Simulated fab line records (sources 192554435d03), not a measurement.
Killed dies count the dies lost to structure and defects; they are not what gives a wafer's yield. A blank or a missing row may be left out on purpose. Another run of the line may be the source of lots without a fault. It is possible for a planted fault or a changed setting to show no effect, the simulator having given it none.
Which tool is to blame? ; flow n5_finfet ; 24 lots with 72 wafers sampled at 6 steps, on a route of 1938 steps

## WHAT THE GAUGES READ, wafer by wafer
N5_BEOL_M3_RS_MEAS_58: the measuring method here is four-point-probe. Usual: M3_RS gives 0.66 ohm/sq (standard deviation 0.031).
lot;measured;on;M3_RS (ohm/sq);flag
L074;day 7 08:50;film_metro-02;0.64 0.65 0.64;
L075;day 7 17:02;film_metro-01;0.64 0.61 0.62;
L076;day 7 23:18;film_metro-02;0.70 0.69 0.68;
L077;day 7 23:22;film_metro-02;0.68 0.69 0.69;
L078;day 8 08:21;film_metro-02;0.69 0.63 0.64;
L079;day 8 14:37;film_metro-02;0.66 0.65 0.62;
L080;day 8 15:28;film_metro-01;0.70 0.66 0.70;
L082;day 9 06:34;film_metro-02;0.64 0.59 0.64;
L081;day 9 08:50;film_metro-01;0.67 0.65 0.63;
L083;day 9 17:52;film_metro-01;0.65 0.67 0.65;
L084;day 9 20:35;film_metro-01;0.67 0.67 0.63;
L086;day 9 23:58;film_metro-01;0.66 0.65 0.64;
L085;day 10 14:11;film_metro-02;0.68 0.63 0.61;
L087;day 10 14:23;film_metro-02;0.64 0.69 0.67;
L088;day 10 17:25;film_metro-02;0.65 0.64 0.63;
L089;day 10 18:50;film_metro-02;0.71 0.68 0.67;
L090;day 11 14:31;film_metro-02;0.60 0.61 0.65;
L091;day 12 01:34;film_metro-02;0.69 0.63 0.66;
L092;day 12 01:50;film_metro-02;0.66 0.65 0.62;
L093;day 12 05:26;film_metro-02;0.68 0.68 0.65;
L094;day 12 08:05;film_metro-02;0.64 0.70 0.67;
L095;day 12 17:20;film_metro-02;0.65 0.71 0.67;
L096;day 12 22:35;film_metro-01;0.66 0.66 0.68;
L097;day 13 01:40;film_metro-02;0.63 0.61 0.62;

N5_BEOL_M4_CD_MEAS_11: the cd target is 16.79 nm. Usual: cd_nm reads 16.74 nm (standard deviation 0.26).
lot;measured;on;cd_nm (nm);flag
L074;day 7 09:54;cd_sem-02;16.93 16.47 17.07;
L075;day 7 19:49;cd_sem-02;16.40 16.60 16.37;
L076;day 8 00:29;cd_sem-01;16.78 17.25 16.74;
L077;day 8 00:39;cd_sem-03;16.80 17.32 17.13;
L078;day 8 09:01;cd_sem-03;16.83 16.62 16.67;
L079;day 8 16:34;cd_sem-02;16.38 16.62 16.92;
L080;day 8 16:49;cd_sem-03;16.70 16.88 17.13;
L082;day 9 07:46;cd_sem-02;16.88 16.46 16.33;
L081;day 9 10:07;cd_sem-03;16.89 16.34 17.04;
L083;day 9 20:14;cd_sem-03;16.81 16.96 16.89;
L084;day 9 21:14;cd_sem-01;16.81 16.62 16.78;
L086;day 10 02:35;cd_sem-03;16.80 16.54 16.73;
L085;day 10 14:52;cd_sem-01;16.45 17.05 16.89;
L087;day 10 15:04;cd_sem-03;16.84 16.77 16.74;
L088;day 10 18:31;cd_sem-03;16.76 16.79 16.57;
L089;day 10 19:50;cd_sem-03;16.70 16.85 16.53;
L090;day 11 17:53;cd_sem-01;16.32 16.71 16.63;
L091;day 12 02:29;cd_sem-03;16.78 16.75 16.50;
L092;day 12 03:41;cd_sem-01;16.67 16.70 16.75;
L093;day 12 07:31;cd_sem-02;16.66 16.33 17.07;
L094;day 12 11:07;cd_sem-03;17.07 16.89 17.11;
L095;day 12 18:46;cd_sem-02;17.13 16.54 16.67;
L096;day 13 02:29;cd_sem-01;16.69 16.94 16.62;
L097;day 13 03:02;cd_sem-02;16.34 16.45 16.56;

N5_BEOL_M4_CD_MEAS_18: pitch 36 nm, target cd 18 nm. Usual: cd_nm reads 17.9 nm (standard deviation 0.31).
lot;measured;on;cd_nm (nm);flag
L074;day 7 10:27;cd_sem-02;18.1 18.5 18.3;
L075;day 7 20:26;cd_sem-02;17.9 18.2 18.0;
L076;day 8 01:02;cd_sem-01;18.0 18.4 18.1;
L077;day 8 01:13;cd_sem-01;17.8 18.0 17.8;
L078;day 8 09:34;cd_sem-03;17.8 17.9 18.2;
L079;day 8 17:08;cd_sem-03;17.7 18.1 17.8;
L080;day 8 17:23;cd_sem-03;17.9 18.1 18.1;
L082;day 9 08:24;cd_sem-02;17.7 17.9 17.7;
L081;day 9 10:48;cd_sem-02;17.8 17.8 18.0;
L083;day 9 20:47;cd_sem-02;18.1 18.0 17.9;
L084;day 9 22:13;cd_sem-03;18.3 18.0 18.1;
L086;day 10 03:08;cd_sem-01;18.8 18.1 17.8;
L085;day 10 15:29;cd_sem-02;18.3 18.7 17.8;
L087;day 10 15:44;cd_sem-02;17.7 17.8 18.1;
L088;day 10 19:16;cd_sem-03;18.0 17.7 17.5;
L089;day 10 20:26;cd_sem-02;17.9 17.8 17.3;
L090;day 11 18:37;cd_sem-03;17.9 17.8 17.5;
L091;day 12 03:02;cd_sem-03;18.0 18.2 17.6;
L092;day 12 04:14;cd_sem-02;18.0 18.5 17.6;
L093;day 12 08:28;cd_sem-02;17.2 17.9 18.1;
L094;day 12 11:40;cd_sem-02;18.1 18.1 17.9;
L095;day 12 19:19;cd_sem-01;17.6 17.6 17.6;
L096;day 13 03:20;cd_sem-01;17.8 18.0 18.0;
L097;day 13 03:45;cd_sem-02;17.6 18.0 18.5;

## EACH LOT AND THE TOOL THAT RAN IT (in order: tool; ch and the chambers of the sampled wafers; start)
lot;N5_BEOL_M3_ANNEAL_82;N5_BEOL_M3_ANNEAL_93;N5_BEOL_M3_CMP_52
L074;pvd_sputter-03, day 7 06:33;pvd_sputter-03, day 7 07:26;cmp-01 ch 1,2,3, day 7 08:17
L075;pvd_sputter-02, day 7 14:44;pvd_sputter-02, day 7 15:37;cmp-02 ch 0,1,2, day 7 16:28
L076;pvd_sputter-02, day 7 20:58;pvd_sputter-02, day 7 21:51;cmp-04 ch 0,2,3, day 7 22:47
L077;pvd_sputter-03, day 7 21:04;pvd_sputter-03, day 7 21:56;cmp-02 ch 0,1,2, day 7 22:53
L078;pvd_sputter-01, day 8 06:02;pvd_sputter-01, day 8 06:55;cmp-02 ch 1,2, day 8 07:46
L079;pvd_sputter-01, day 8 12:20;pvd_sputter-01, day 8 13:13;cmp-02 ch 0,1,2, day 8 14:04
L080;pvd_sputter-03, day 8 13:10;pvd_sputter-03, day 8 14:03;cmp-04 ch 2,3, day 8 14:56
L082;pvd_sputter-03, day 9 04:14;pvd_sputter-03, day 9 05:07;cmp-01 ch 0,1,3, day 9 06:03
L081;pvd_sputter-03, day 9 06:05;pvd_sputter-03, day 9 06:58;cmp-01 ch 0,2,3, day 9 08:05
L083;pvd_sputter-01, day 9 15:11;pvd_sputter-01, day 9 16:04;cmp-01 ch 0,2, day 9 17:20
L084;pvd_sputter-01, day 9 18:11;pvd_sputter-01, day 9 19:04;cmp-02 ch 0,1,2, day 9 19:55
L086;pvd_sputter-03, day 9 21:39;pvd_sputter-03, day 9 22:32;cmp-01 ch 1,2,3, day 9 23:24
L085;pvd_sputter-03, day 10 11:49;pvd_sputter-03, day 10 12:41;cmp-04 ch 0,1,3, day 10 13:35
L087;pvd_sputter-01, day 10 11:56;pvd_sputter-01, day 10 12:49;cmp-04 ch 1,2, day 10 13:52
L088;pvd_sputter-03, day 10 15:05;pvd_sputter-03, day 10 15:58;cmp-02 ch 0,2, day 10 16:52
L089;pvd_sputter-01, day 10 16:32;pvd_sputter-01, day 10 17:25;cmp-04 ch 0,1,2, day 10 18:16
L090;pvd_sputter-03, day 11 12:13;pvd_sputter-03, day 11 13:06;cmp-01 ch 1,2,3, day 11 14:04
L091;pvd_sputter-02, day 11 23:16;pvd_sputter-02, day 12 00:09;cmp-02 ch 2,3, day 12 01:00
L092;pvd_sputter-01, day 11 23:31;pvd_sputter-01, day 12 00:23;cmp-01 ch 0,1,2, day 12 01:16
L093;pvd_sputter-03, day 12 02:43;pvd_sputter-03, day 12 03:35;cmp-04 ch 0,2,3, day 12 04:55
L094;pvd_sputter-02, day 12 05:47;pvd_sputter-02, day 12 06:40;cmp-04 ch 1,2, day 12 07:34
L095;pvd_sputter-03, day 12 15:02;pvd_sputter-03, day 12 15:55;cmp-04 ch 0,1, day 12 16:46
L096;pvd_sputter-02, day 12 20:17;pvd_sputter-02, day 12 21:10;cmp-02 ch 1,2,3, day 12 22:04
L097;pvd_sputter-02, day 12 23:22;pvd_sputter-02, day 13 00:15;cmp-01 ch 1,3, day 13 01:07
- N5_BEOL_M3_ANNEAL_82: time 240 s.
- N5_BEOL_M3_ANNEAL_93: time 240 s.
- N5_BEOL_M3_CMP_52: polishes, stops on SiOC, t overpolish 6.8 s, target thk 40 nm.

## AS READ BY THE TOOLS THEMSELVES (means over the sampled wafers that have a number; for cases with no such wafer, the mark the record gives instead)
N5_BEOL_M3_ANNEAL_82. Usual: heater_power_w reads 805 W (standard deviation 81).
lot;tool;heater_power_w (W);flag
L074;pvd_sputter-03;792;
L075;pvd_sputter-02;791;
L076;pvd_sputter-02;817;
L077;pvd_sputter-03;690;
L078;pvd_sputter-01;821;
L079;pvd_sputter-01;830;
L080;pvd_sputter-03;798;
L082;pvd_sputter-03;862;
L081;pvd_sputter-03;724;
L083;pvd_sputter-01;825;
L084;pvd_sputter-01;862;
L086;pvd_sputter-03;752;
L085;pvd_sputter-03;801;
L087;pvd_sputter-01;797;
L088;pvd_sputter-03;764;
L089;pvd_sputter-01;817;
L090;pvd_sputter-03;700;
L091;pvd_sputter-02;772;
L092;pvd_sputter-01;814;
L093;pvd_sputter-03;800;
L094;pvd_sputter-02;835;
L095;pvd_sputter-03;734;
L096;pvd_sputter-02;832;
L097;pvd_sputter-02;809;

N5_BEOL_M3_ANNEAL_93. Usual: heater_power_w reads 806 W (standard deviation 81).
lot;tool;heater_power_w (W);flag
L074;pvd_sputter-03;782;
L075;pvd_sputter-02;770;
L076;pvd_sputter-02;806;
L077;pvd_sputter-03;680;
L078;pvd_sputter-01;827;
L079;pvd_sputter-01;833;
L080;pvd_sputter-03;793;
L082;pvd_sputter-03;863;
L081;pvd_sputter-03;745;
L083;pvd_sputter-01;809;
L084;pvd_sputter-01;866;
L086;pvd_sputter-03;757;
L085;pvd_sputter-03;795;
L087;pvd_sputter-01;825;
L088;pvd_sputter-03;759;
L089;pvd_sputter-01;840;
L090;pvd_sputter-03;698;
L091;pvd_sputter-02;766;
L092;pvd_sputter-01;801;
L093;pvd_sputter-03;819;
L094;pvd_sputter-02;832;
L095;pvd_sputter-03;739;
L096;pvd_sputter-02;824;
L097;pvd_sputter-02;795;

N5_BEOL_M3_CMP_52. Usual: barrier_field_endpoint_s 25.0 s, standard deviation 0.7; head_pressure_psi 0.9997 psi, standard deviation 0.002; motor_current_A 5.8 A, standard deviation 0.51; overpolish_run_s 6.800 s, standard deviation 0.0098; slurry_flow_ml_min 150.0, standard deviation 0.45; time_to_endpoint_s 64 s, standard deviation 3.3.
lot;tool;barrier_field_endpoint_s (s);head_pressure_psi (psi);motor_current_A (A);overpolish_run_s (s);slurry_flow_ml_min;time_to_endpoint_s (s);flag
L074;cmp-01;25.9;1.0004;5.4;6.796;150.7;68;
L075;cmp-02;25.0;1.0004;6.3;6.792;150.2;67;
L076;cmp-04;24.6;1.0020;5.9;6.813;150.2;59;
L077;cmp-02;26.0;0.9994;6.5;6.806;150.2;68;
L078;cmp-02;25.8;0.9993;6.5;6.798;150.1;66;
L079;cmp-02;25.5;1.0000;6.3;6.803;150.0;65;
L080;cmp-04;24.1;0.9981;5.9;6.801;150.0;59;
L082;cmp-01;25.1;1.0006;5.5;6.801;150.4;67;
L081;cmp-01;24.6;1.0001;5.2;6.803;149.8;63;
L083;cmp-01;25.2;1.0029;5.2;6.809;149.7;60;
L084;cmp-02;24.8;0.9997;6.4;6.807;149.8;61;
L086;cmp-01;24.8;0.9982;5.4;6.806;150.4;63;
L085;cmp-04;24.4;0.9973;5.8;6.798;149.9;61;
L087;cmp-04;24.6;0.9976;5.7;6.796;149.6;64;
L088;cmp-02;25.9;0.9991;6.3;6.801;150.3;68;
L089;cmp-04;24.8;1.0010;6.1;6.806;150.5;60;
L090;cmp-01;25.2;1.0005;5.5;6.801;149.8;64;
L091;cmp-02;25.2;0.9997;6.0;6.804;150.2;65;
L092;cmp-01;25.8;0.9997;5.2;6.797;150.2;66;
L093;cmp-04;24.6;1.0023;5.9;6.797;150.4;64;
L094;cmp-04;24.7;0.9985;6.0;6.809;149.6;61;
L095;cmp-04;24.5;0.9997;5.9;6.793;149.7;62;
L096;cmp-02;24.5;1.0004;6.2;6.798;149.6;65;
L097;cmp-01;25.3;1.0012;5.4;6.799;149.7;63;

## THE ANSWER, worked out from the rows above alone
Rule: a lot counts as off when the mean over its wafers that have a number is more than 3 standard deviations away from the usual mean. Also off: a lot with no number at a reading for which 4 or more lots have one. All remaining lots with rows at the step are treated as sound. After the gauges, taken in route order, come the tools' own readings; for these a lot's mean is taken, as printed above. The first step at which some lot is off is used, and at that step the reading that is off furthest; a lot without a number counts as furthest.
Nothing can be told from this: no lot is off at any reading shown.

## WHAT THE SIMULATOR HAD PUT IN
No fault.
